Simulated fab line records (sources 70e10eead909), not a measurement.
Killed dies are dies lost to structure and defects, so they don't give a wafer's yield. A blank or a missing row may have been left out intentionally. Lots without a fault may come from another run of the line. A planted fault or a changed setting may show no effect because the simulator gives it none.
Problem report in the 8D (eight disciplines) form, filled by code -- flow nand_harc -- the parts of the form that need people (team, actions taken, sign-off) are left out

1. PROBLEM STATEMENT
killed_dies at NHARC_END_SORT_01 reads a mean of 606 on 2 wafers of 2 lots; wafers without a fault read 66 with a standard deviation of 23. Relative to the usual mean, that is a shift of +24 standard deviations.
First observed at day 30 10:21: wafer L774.4, on prober-01. The record holds 6 wafers of 2 lots with a number at this step. By rule, "out" or "out of limits" means more than 4 standard deviations away from the usual mean. Any other wafer with a number is counted as sound.

2. WHAT THIS IS AND IS NOT
question,is,is not
which readings at this step,"killed_dies, killed_at_array","killed_at_other, killed_at_periphery, killed_open, killed_short"
which lots,"L774, L775",-
which wafers of those lots,"L774.4, L775.1","L774.1, L774.6, L775.2, L775.5"
read on which gauges,prober-01,-
when,from day 30 10:21,"up to then (1 sound wafer); but 3 sound wafers of L774, L775 came after"

3. SUSPECTS, AND WHAT RULES EACH OUT
Counting: if a tool at a process step up to the reading ran every lot that is out, it stays a suspect. Sound lots after the first of them don't rule it out here, since some wafers of a struck lot are sound.
- the gauge at NHARC_END_SORT_01: kept. All the wafers that are out were read on prober-01, and no step on other tools shows them out.
- pecvd-02 at NHARC_A_STAIRCASE_DEP_151 (deposits SiO2, target thk 7200 nm): kept. It ran every lot that is out, first L774 (day 23 10:43).
- At NHARC_A_STAIRCASE_DEP_151, inside pecvd-02: chamber 0 took the wafers that are out, while their sound lot-mates went through chambers 1, 2.
Left after counting: pecvd-02 at NHARC_A_STAIRCASE_DEP_151, prober-01 at NHARC_END_SORT_01.

4. THE CAUSE (what the simulator had put in)
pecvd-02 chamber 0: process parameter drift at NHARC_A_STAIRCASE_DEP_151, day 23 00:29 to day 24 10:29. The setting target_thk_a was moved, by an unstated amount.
Counting left 2 suspects, and this tool is among them.

5. THE EFFECT CHAIN, in route order
Each row: a reading whose mean over the struck wafers that have a number lies more than 3 standard deviations from the usual. Only readings for which the record gives a usual standard deviation are gone through. hours: the time from each lot's start at the first step in this table that gives one to its start at this step, as a median over the lots. sigmas: the change in usual standard deviations.
hours,step,reading,usual,on struck wafers,change,sigmas
0,NHARC_END_SORT_01,killed_at_array,61,598,+537,+22
0,NHARC_END_SORT_01,killed_dies,66,606,+540,+24

6. HOW IT WOULD HAVE BEEN CAUGHT EARLIER
In this record the first reading out of limits at a measuring or inspecting step was taken at day 30 10:21, 178 hours after the fault began at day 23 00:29.
An alarm limit of 4 standard deviations would not have fired on the tool readings at NHARC_A_STAIRCASE_DEP_151 for which the record gives a usual standard deviation, since none of them was out on any struck wafer.
By day 30 10:21, every lot that is out (2) had started NHARC_A_STAIRCASE_DEP_151 on pecvd-02. None of them would have been spared by holding the tool at that moment.
